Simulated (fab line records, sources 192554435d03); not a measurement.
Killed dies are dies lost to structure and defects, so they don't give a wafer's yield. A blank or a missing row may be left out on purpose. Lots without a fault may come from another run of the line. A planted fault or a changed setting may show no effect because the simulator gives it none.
A struck lot beside a sound one | flow n5_finfet | 16 steps out of a route of 1938
Sound: wafers L732.1, L732.3, L732.4. Struck: wafers L722.2, L722.4, L722.5. The cause comes at the end.
At each step with rows: each side's tool, then ch and its chambers, then its first start. Under that, the readings that differ: sound wafers | struck wafers | difference of the means | sigmas: that difference in standard deviations of wafers without a fault.
alike: readings whose means differ by less than 2 such deviations, and words and numbers that are the same on both sides. not compared: withheld readings, readings that some wafer has no value for, bounds like >300 that may hide the same value, and numbers for which the record gives no deviation and whose values overlap.
The two part at a step that has a row with sigmas, a row that says differs or no value, or rows on one side only. Numbers that don't overlap but have no deviation are shown without sigmas and don't part them. A reading that every wafer of one side lacks parts them only if that side has two wafers or more.

first, 2 steps without rows for these wafers: N5_BEOL_M4_CVD_47 (deposits Co from CCTBA/H2, target thk 3 nm, time 223.8 s); N5_BEOL_M4_SPUTTER_48 (material Cu, target thk 4.5 nm, time 8.29 s).
N5_BEOL_M4_ANNEAL_49: time 240 s.
  sound on pvd_sputter-03, day 12 17:10; struck on pvd_sputter-03, day 10 18:50
  alike: heater_power_w, susceptor_temp_C
then, 2 steps without rows for these wafers: N5_BEOL_M4_SPUTTER_79 (material Cu, target thk 4.5 nm, time 8.29 s); N5_BEOL_M4_ANNEAL_80 (time 240 s).
N5_BEOL_M4_SPUTTER_81: material Cu, target thk 4.5 nm, time 8.29 s.
  sound on pvd_sputter-03, day 12 17:32; struck on pvd_sputter-03, day 10 19:11
  alike: chamber_pressure_pa, throttle_valve_pct
N5_BEOL_M4_ANNEAL_82: time 240 s.
  sound on pvd_sputter-03, day 12 17:37; struck on pvd_sputter-03, day 10 19:16
  alike: heater_power_w, susceptor_temp_C
N5_BEOL_M4_SPUTTER_86: material Cu, target thk 4.5 nm, time 8.29 s.
  sound on pvd_sputter-03, day 12 17:45; struck on pvd_sputter-03, day 10 19:25
  alike: chamber_pressure_pa, throttle_valve_pct
then, 1 step without rows for these wafers: N5_BEOL_M4_ANNEAL_87 (time 240 s).
N5_BEOL_M4_SPUTTER_88: material Cu, target thk 4.5 nm, time 8.29 s.
  sound on pvd_sputter-03, day 12 17:58; struck on pvd_sputter-03, day 10 19:38
  alike: chamber_pressure_pa, throttle_valve_pct
then, 2 steps without rows for these wafers: N5_BEOL_M4_ANNEAL_89 (time 240 s); N5_BEOL_M4_SPUTTER_90 (material Cu, target thk 4.5 nm, time 8.29 s).
N5_BEOL_M4_ANNEAL_91: time 240 s.
  sound on pvd_sputter-03, day 12 18:16; struck on pvd_sputter-03, day 10 19:56
  no value came back on the struck wafers for heater_power_w (W), susceptor_temp_C (C); on the sound wafers heater_power_w (W) reads 801 1026 863
then, 1 step without rows for these wafers: N5_BEOL_M4_SPUTTER_92 (material Cu, target thk 4.5 nm, time 8.29 s).
N5_BEOL_M4_RC_MEAS_101:
  sound on prober-02 ch 0, day 12 19:59; struck on prober-01 ch 0, day 10 21:46
  reading       | sound          | struck         | difference | sigmas
  DIBL_N (mV/V) | 35.4 33.8 33.0 | 40.1 33.8 38.5 | +3.4       | +2
  alike: DIBL_P, IOFF_N, IOFF_P, ION_N, ION_P, SS_N, SS_P, VT_N, VT_P
then, 1 step without rows for these wafers: N5_PASSIVATION_PROBE_49.

WHERE THEY PART
First at N5_BEOL_M4_ANNEAL_91; last, within this record, at N5_BEOL_M4_RC_MEAS_101.

WHY: what the simulator had put in
Skipped step whole: pvd_sputter-03, from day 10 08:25 on, at N5_BEOL_M4_ANNEAL_91. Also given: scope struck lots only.
